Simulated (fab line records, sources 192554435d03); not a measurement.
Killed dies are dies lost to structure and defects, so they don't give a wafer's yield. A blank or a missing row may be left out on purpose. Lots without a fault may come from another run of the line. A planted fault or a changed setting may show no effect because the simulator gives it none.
Split-lot experiment | flow n5_finfet | 7 lots, 21 wafers read, on a route of 1938 steps

THE SPLIT
At N5_BEOL_M14_ILD_DEP_00 (deposits SiO2 from TEOS/O2, target thk 1119.3 nm, time 237.4 s), the setting time_s was moved away from the recipe's 237.4 s on 8 of the 21 wafers read, by -11.8% to +14.7%. The other wafers ran this setting at the recipe's value.

The file shows no step between the split and the reading.

THE READING
M14_ILD_THK, in nm, at N5_BEOL_M14_THK_MEAS_01. Fault-free wafers of this fab line usually give 1115 nm, standard deviation 13 nm.

wafer  | tool, chamber at the split | time_s as run, s | against the recipe | M14_ILD_THK, nm | against lot-mates on the recipe
L074.3 | pecvd-04, 1                | 237.4            | recipe             | 1100            | -
L074.4 | pecvd-04, 2                | 237.4            | recipe             | 1106            | -
L074.5 | pecvd-04, 0                | 237.4            | recipe             | 1122            | -
L075.1 | pecvd-03, 0                | 209.4            | -11.8%             | 981             | -127
L075.2 | pecvd-03, 1                | 209.4            | -11.8%             | 976             | -132
L075.3 | pecvd-03, 2                | 237.4            | recipe             | 1108            | -
L082.2 | pecvd-03, 0                | 237.4            | recipe             | 1109            | -
L082.4 | pecvd-03, 1                | 221.8            | -6.6%              | 1050            | -59
L082.6 | pecvd-03, 2                | 221.8            | -6.6%              | 1051            | -58
L089.1 | pecvd-03, 1                | 272.4            | +14.7%             | 1282            | +171
L089.3 | pecvd-03, 0                | 237.4            | recipe             | 1111            | -
L089.4 | pecvd-03, 2                | 272.4            | +14.7%             | 1303            | +192
L094.2 | pecvd-04, 2                | 237.4            | recipe             | 1109            | -
L094.3 | pecvd-04, 0                | 237.4            | recipe             | 1100            | -
L094.4 | pecvd-04, 2                | 237.4            | recipe             | 1129            | -
L093.3 | pecvd-04, 0                | 237.4            | recipe             | 1117            | -
L093.4 | pecvd-04, 2                | 256.6            | +8.1%              | 1192            | +79
L093.6 | pecvd-04, 0                | 237.4            | recipe             | 1109            | -
L096.2 | pecvd-04, 2                | 268              | +12.9%             | 1249            | +129
L096.4 | pecvd-04, 0                | 237.4            | recipe             | 1123            | -
L096.5 | pecvd-04, 0                | 237.4            | recipe             | 1117            | -

THE FIT
A straight line over all 21 wafers: M14_ILD_THK changes by +11.3 nm for each +1% of time_s; r = +0.99; the points scatter about the line by 10 nm.
The same after taking each lot's own level away (the mean of its wafers on the recipe; 21 wafers): +11.1 nm for each +1%; r = +0.99; scatter 11 nm.
On that fit, the largest move of time_s shifts the reading by 1.6e+02 nm.
The lots' own levels span 1108.0 to 1120.0 nm, that is 0.9 times the standard deviation above.
So the lot-to-lot level changes the slope little: the two slopes agree.
Check: with one of the wafers moved furthest among these (+14.7%) left out of the fit, the line predicts +164 nm for it against its lot-mates. It came out at +171 nm against them.

OTHER SPLITS ON THESE WAFERS
These wafers also went through other splits before the reading. Each is held against what the fit with the lots' levels taken away leaves over:
other split on the same wafers    | wafers away from the commonest value | r with M14_ILD_THK (lot level and that fit taken away)
N5_BEOL_M13_CMP_49 down_force_psi | 10                                   | -0.16

THE WHOLE CHAIN: every reading that the file lists as answering this split, in the file's order
step                    | what it does                                                   | reading                                                                             | change (the file's fit)              | r (the file's)
N5_BEOL_M14_ILD_DEP_00  | deposits SiO2 from TEOS/O2, target thk 1119.3 nm, time 237.4 s | SiO2_of_BEOL_M14_ILD_DEP_00.thk_nm (the simulator's own value, which no gauge read) | +10.9 nm for each +1% of the setting | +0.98
N5_BEOL_M14_THK_MEAS_01 |                                                                | M14_ILD_THK                                                                         | +10.9 for each +1% of the setting    | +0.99
N5_BEOL_M14_VIA_ETCH_16 | etches SiO2 in C4F8/O2/Ar, target depth 1231.3 nm              | etch.depth_nm (the simulator's own value, which no gauge read)                      | +10.9 nm for each +1% of the setting | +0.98
N5_BEOL_M14_VIA_ETCH_16 | etches SiO2 in C4F8/O2/Ar, target depth 1231.3 nm              | coat_of_BEOL_M14_COAT_04.thk_nm (the simulator's own value, which no gauge read)    | -2.59 nm for each +1% of the setting | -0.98

THE FILE'S OWN FIT
M14_ILD_THK changes by +10.9 nm for each +1% of time_s, r = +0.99.
